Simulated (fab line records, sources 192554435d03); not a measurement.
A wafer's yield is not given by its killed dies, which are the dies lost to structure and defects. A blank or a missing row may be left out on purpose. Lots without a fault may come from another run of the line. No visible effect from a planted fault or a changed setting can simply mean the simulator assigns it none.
One fault seen from 2 desks | flow n5 finfet | every desk sees just its own numbers, and what lay behind them comes last

FOR THE TOOL OWNER'S DESK: pecvd-01
The tool's own readings at N5_BEOL_M9_PECVD_70 (deposits SiO2 from TEOS/O2, target thk 20 nm, time 22.7 s): means of the sampled wafers that have a number, for each lot that ran on this tool. The brackets show how far a lot's mean lies from the usual mean; more than 4 standard deviations puts the lot out of limits, marked OUT.
Columns: A = heater power outer w at N5_BEOL_M9_PECVD_70, usual 416 W; B = heater power w at N5_BEOL_M9_PECVD_70, usual 733 W; C = showerhead plenum p Torr at N5_BEOL_M9_PECVD_70, usual 8.82 Torr; D = susceptor temp C at N5_BEOL_M9_PECVD_70, usual 399.96 C; E = throttle valve pct at N5_BEOL_M9_PECVD_70, usual 22.2 %
lot  | first seen here | A   | B   | C    | D                | E
L220 | day 9 20:06     | 482 | 819 | 8.79 | 399.94           | 22.0
L221 | day 9 23:30     | 470 | 787 | 8.83 | 399.84           | 22.8
L222 | day 10 00:49    | 476 | 806 | 8.75 | 407.83 (+36) OUT | 21.2
L224 | day 10 19:49    | 460 | 808 | 8.80 | 408.02 (+37) OUT | 21.3
L235 | day 13 20:41    | 449 | 773 | 8.77 | 400.32           | 20.6
L237 | day 13 23:59    | 403 | 725 | 8.76 | 400.10           | 20.6
L241 | day 14 17:16    | 406 | 722 | 8.77 | 399.94           | 20.4
L240 | day 15 08:32    | 422 | 746 | 8.81 | 399.99           | 21.6
This desk's finding: out of limits on L222, L224; first on L222, day 10 00:49 (susceptor temp C at N5_BEOL_M9_PECVD_70). L220, L221, L235, L237, L241, L240: within limits.

AT THE METROLOGY DESK
What the gauges read for every lot (on any tool): the sampled wafers with a number, averaged. The brackets show how far a lot's mean lies from the usual mean; more than 4 standard deviations puts the lot out of limits, marked OUT.
Columns: A = cd nm at N5_BEOL_M8_CD_MEAS_35, usual 40.2 nm; B = cd nm at N5_BEOL_M9_CD_MEAS_11, usual 63.7 nm
lot  | first seen here | A    | B
L220 | day 9 17:25     | 40.0 | 63.7
L221 | day 9 20:40     | 40.6 | 63.1
L222 | day 9 20:56     | 39.5 | 63.6
L224 | day 10 16:06    | 41.0 | 63.9
L233 | day 13 06:05    | 40.3 | 64.0
L235 | day 13 17:05    | 40.2 | 63.9
L237 | day 13 19:18    | 41.3 | 63.8
L238 | day 14 07:58    | 41.5 | 64.4
L241 | day 14 12:56    | 39.9 | 63.7
L240 | day 15 04:55    | 39.7 | 63.3
L243 | day 16 16:44    | 39.5 | 63.7
Finding of this desk: none of the 11 lots has anything out of limits.

TAKEN TOGETHER
The tool owner's desk had the chance to raise an alarm at day 10 00:49 on L222, L224.
Nothing out of limits was seen by the metrology desk.
The metrology desk has L222, L224 on record, within its limits.
N5_BEOL_M9_PECVD_70 was run on pecvd-01 by each of the lots named.

WHAT THE SIMULATOR HAD PUT IN
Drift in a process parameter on pecvd-01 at N5_BEOL_M9_PECVD_70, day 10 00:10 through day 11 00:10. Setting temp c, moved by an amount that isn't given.
Shown lots that were struck: L222, L224.
Time in hours from fault onset to the first out-of-limits reading at each desk: the tool owner's desk, 1.
